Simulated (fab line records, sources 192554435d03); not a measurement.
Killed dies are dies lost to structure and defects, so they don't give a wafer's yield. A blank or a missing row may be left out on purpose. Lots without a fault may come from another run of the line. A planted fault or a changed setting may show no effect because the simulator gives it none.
Split-lot experiment | flow n5_finfet | 7 lots, 21 wafers read, on a route of 1938 steps

THE SPLIT
At N5_MOL_CONTACT_COAG_PECVD_31 (deposits SiO2 from TEOS/O2, target thk 46 nm, time 8.9 s), the setting temp_c was moved away from the recipe's 400 C on 10 of the 21 wafers read, by -3.2% to +4.5%. The other wafers ran this setting at the recipe's value.

FROM THE SPLIT TO THE READING: what the file shows between them, 4 steps
- N5_MOL_CONTACT_COAG_COAT_75: time 60 s, resist thk 60 nm
- N5_MOL_CONTACT_COAG_COAT_76: time 60 s, resist thk 10 nm
- N5_MOL_CONTACT_COAG_ETCHBACK_135: etches SiO2 in CHF3, target depth 25 nm, time 16.7 s
- N5_MOL_CONTACT_COAG_STRIP_118: strips in CHF3

THE READING
etch.depth_nm (the simulator's own value, which no gauge read), in nm, at N5_MOL_CONTACT_COAG_VIA_ETCH_46 (etches SiO2 in C4F6/O2, target depth 46 nm, overetch 9.2 nm, time 40 s). The file gives no usual value for it. The 11 wafers here that ran the recipe average 45.68 nm, standard deviation 0.4 nm.

wafer  | tool, chamber at the split | temp_c as run, C | against the recipe | etch.depth_nm, nm | against lot-mates on the recipe
L080.1 | pecvd-02, 1,2              | 400              | recipe             | 45.51             | -
L080.2 | pecvd-02, 1,2              | 400              | recipe             | 45.68             | -
L080.5 | pecvd-02, 0                | 400              | recipe             | 45.86             | -
L087.1 | pecvd-03, 1                | 417.9            | +4.5%              | 40.97             | -4.99
L087.2 | pecvd-03, 2                | 400              | recipe             | 45.2              | -
L087.4 | pecvd-03, 1                | 400              | recipe             | 46.72             | -
L090.1 | pecvd-04, 1                | 410.9            | +2.7%              | 41.85             | -3.89
L090.5 | pecvd-04, 1                | 410.9            | +2.7%              | 43.07             | -2.67
L090.6 | pecvd-04, 0                | 400              | recipe             | 45.74             | -
L091.1 | pecvd-03, 2                | 417              | +4.2%              | 39.9              | -5.84
L091.5 | pecvd-03, 2                | 400              | recipe             | 45.74             | -
L091.6 | pecvd-03, 1                | 417              | +4.2%              | 41.32             | -4.42
L093.1 | pecvd-04, 0                | 400              | recipe             | 45.31             | -
L093.2 | pecvd-04, 1                | 400              | recipe             | 45.23             | -
L093.5 | pecvd-04, 0                | 400              | recipe             | 45.82             | -
L095.1 | pecvd-04, 1                | 393.1            | -1.7%              | 46.28             | no lot-mate on the recipe
L095.3 | pecvd-04, 0                | 393.1            | -1.7%              | 47.14             | no lot-mate on the recipe
L095.6 | pecvd-04, 1                | 393.1            | -1.7%              | 46.86             | no lot-mate on the recipe
L096.1 | pecvd-02, 2                | 400              | recipe             | 45.7              | -
L096.3 | pecvd-02, 1                | 387.4            | -3.2%              | 49.79             | +4.09
L096.6 | pecvd-02, 0                | 387.4            | -3.2%              | 49.48             | +3.78
Where a row lists several chambers, the file gives one row for several wafers and doesn't say which wafer went through which chamber.

THE FIT
A straight line over all 21 wafers: etch.depth_nm changes by -1.12 nm for each +1% of temp_c; r = -0.97; the points scatter about the line by 0.59 nm.
The same after taking each lot's own level away (the mean of its wafers on the recipe; 18 wafers): -1.2 nm for each +1%; r = -0.99; scatter 0.46 nm.
On that fit, the largest move of temp_c shifts the reading by 5.4 nm.
The lots' own levels span 45.453 to 45.960 nm, that is 1.3 times the standard deviation above.
So the lot-to-lot level changes the slope little: the two slopes agree.
Check: with one of the wafers moved furthest among these (+4.5%) left out of the fit, the line predicts -5.44 nm for it against its lot-mates. It came out at -4.99 nm against them.

OTHER SPLITS ON THESE WAFERS
These wafers also went through other splits before the reading. Each is held against what the fit with the lots' levels taken away leaves over:
other split on the same wafers | wafers away from the commonest value | r with etch.depth_nm (lot level and that fit taken away)
N5_GATE_CUT_DESCUM_18 time_s   | 8                                    | +0.35

THE WHOLE CHAIN: every reading that the file lists as answering this split, in the file's order
step                            | what it does                                                           | reading                                                                                   | change (the file's fit)                                                             | r (the file's)
N5_MOL_CONTACT_COAG_PECVD_31    | deposits SiO2 from TEOS/O2, target thk 46 nm, time 8.9 s               | SiO2_of_MOL_CONTACT_COAG_PECVD_31.thk_nm (the simulator's own value, which no gauge read) | -1.19 nm for each +1% of the setting                                                | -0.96
N5_MOL_CONTACT_COAG_VIA_ETCH_46 | etches SiO2 in C4F6/O2, target depth 46 nm, overetch 9.2 nm, time 40 s | etch.depth_nm (the simulator's own value, which no gauge read)                            | -1.18 nm for each +1% of the setting                                                | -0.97
N5_PASSIVATION_PROBE_49         |                                                                        | defect_limited_yield                                                                      | -12.3 for each +1% of the setting, in a fit together with bias_w@BEOL_M11_ETCH_62   | 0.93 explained
N5_PASSIVATION_PROBE_49         |                                                                        | killed_dies                                                                               | +145 for each +1% of the setting, in a fit together with bias_w@BEOL_M11_ETCH_62    | 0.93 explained
N5_PASSIVATION_PROBE_49         |                                                                        | sort_yield_pct                                                                            | -12.3 % for each +1% of the setting, in a fit together with bias_w@BEOL_M11_ETCH_62 | 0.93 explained

THE FILE'S OWN FIT
etch.depth_nm changes by -1.18 nm for each +1% of temp_c, r = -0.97.
